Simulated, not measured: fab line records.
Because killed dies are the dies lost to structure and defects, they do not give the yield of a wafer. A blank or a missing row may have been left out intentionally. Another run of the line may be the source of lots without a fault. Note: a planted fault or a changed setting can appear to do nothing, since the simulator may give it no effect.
Chamber matching || flow nand_harc || NHARC_P_M0_CMP_23 on cmp-03: 4 sister chambers
The step polishes, t overpolish 20 s, target thk 117.53 nm. 7 wafers are shown with their chamber, then 6 later ones without.

## WAFERS WITH THEIR CHAMBER
{"wafer": "L075.3", "chamber": 2, "motor_current_A (A)": 12.8, "pad_life_wafers": 379}
{"wafer": "L088.1", "chamber": 1, "motor_current_A (A)": 14.5, "pad_life_wafers": 177}
{"wafer": "L088.2", "chamber": 0, "motor_current_A (A)": 11.6, "pad_life_wafers": 176}
{"wafer": "L088.4", "chamber": 3, "motor_current_A (A)": 12.6, "pad_life_wafers": 175}
{"wafer": "L091.1", "chamber": 0, "motor_current_A (A)": 11.6, "pad_life_wafers": 385}
{"wafer": "L091.2", "chamber": 3, "motor_current_A (A)": 12.7, "pad_life_wafers": 384}
{"wafer": "L091.3", "chamber": 1, "motor_current_A (A)": 14.2, "pad_life_wafers": 386}

## WAFERS WITH NO CHAMBER GIVEN
{"wafer": "L093.1", "motor_current_A (A)": 12.8, "pad_life_wafers": 411}
{"wafer": "L093.4", "motor_current_A (A)": 12.9, "pad_life_wafers": 408}
{"wafer": "L094.2", "motor_current_A (A)": 12.5, "pad_life_wafers": 480}
{"wafer": "L094.4", "motor_current_A (A)": 14.5, "pad_life_wafers": 483}
{"wafer": "L095.2", "motor_current_A (A)": 15.2, "pad_life_wafers": 499}
{"wafer": "L096.1", "motor_current_A (A)": 14.4, "pad_life_wafers": 558}

## THE CHAMBER EACH PASSED THROUGH
{"wafer": "L093.1", "from the rows above": "can't be placed: 2 or 3", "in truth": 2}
{"wafer": "L093.4", "from the rows above": "can't be placed: 2 or 3", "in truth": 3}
{"wafer": "L094.2", "from the rows above": "can't be placed: 3 or 2", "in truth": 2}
{"wafer": "L094.4", "from the rows above": 1, "in truth": 1}
{"wafer": "L095.2", "from the rows above": 1, "in truth": 1}
{"wafer": "L096.1", "from the rows above": 1, "in truth": 1}
Correct placement for 3 of the 6. Unplaceable from these rows: 3, with the true chamber sitting among the candidates in 3. Wrongly placed: 0.
How it was worked out, from the rows above alone: a wafer's distance from a chamber is the root of the sum, over the readings, of the square of ((its reading less the chamber's mean) divided by the reading's scatter). The wafer belongs to the nearest chamber; if the next one is less than 2 further off, it can't be placed. Each chamber's mean is taken over the wafers shown for it. The scatter: the root of (the sum of the squares of (reading less its chamber's mean) over the shown wafers, divided by (wafers less chambers)).
